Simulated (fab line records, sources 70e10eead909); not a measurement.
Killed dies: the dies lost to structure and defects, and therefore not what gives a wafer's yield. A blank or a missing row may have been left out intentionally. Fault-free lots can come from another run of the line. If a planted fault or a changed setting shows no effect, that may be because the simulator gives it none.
Matching of chambers ; flow nand-harc ; rie-diel-06 running NHARC_P_M0_STRIP_18: 4 sister chambers
The step strips in N2/H2. 8 wafers are shown with their chamber, then 10 later ones without.

== EACH WAFER AND ITS CHAMBER ==
wafer;chamber;drypump-motor-current-A (A);oes-product-au (a.u.)
L078.3;1;4.8;1.007
L083.5;3;6.8;0.986
L084.1;3;6.7;0.997
L088.1;0;6.4;0.992
L088.2;1;4.8;1.010
L088.3;2;5.8;0.997
L086.1;0;6.4;0.999
L086.2;2;5.8;0.992

== WAFERS WHOSE CHAMBER IS MISSING ==
wafer;drypump-motor-current-A (A);oes-product-au (a.u.)
L086.6;4.8;1.002
L090.3;5.7;0.998
L090.4;6.4;1.000
L090.6;4.8;0.993
L092.3;6.4;1.003
L092.5;5.8;1.000
L092.6;4.8;0.995
L094.1;4.8;1.000
L094.2;5.8;0.994
L094.3;6.7;0.983

== CHAMBER TAKEN BY EACH ==
wafer;from the rows above;in truth
L086.6;1;1
L090.3;2;2
L090.4;0;0
L090.6;1;1
L092.3;0;0
L092.5;2;2
L092.6;1;1
L094.1;1;1
L094.2;2;2
L094.3;3;3
Correctly placed: 10 of 10. Number that these rows cannot place: 0. Placed wrongly: 0.
How it was worked out, from the rows above alone: a wafer's distance from a chamber is the root of the sum, over the readings, of the square of ((its reading less the chamber's mean) divided by the reading's scatter). If the next closest chamber is less than 2 further off than the closest, the wafer can't be placed; otherwise it belongs to the closest. A chamber's mean is the mean of its shown wafers. The scatter is the square root of a quotient: the sum, over the shown wafers, of each reading's squared deviation from its chamber's mean, divided by wafers minus chambers.
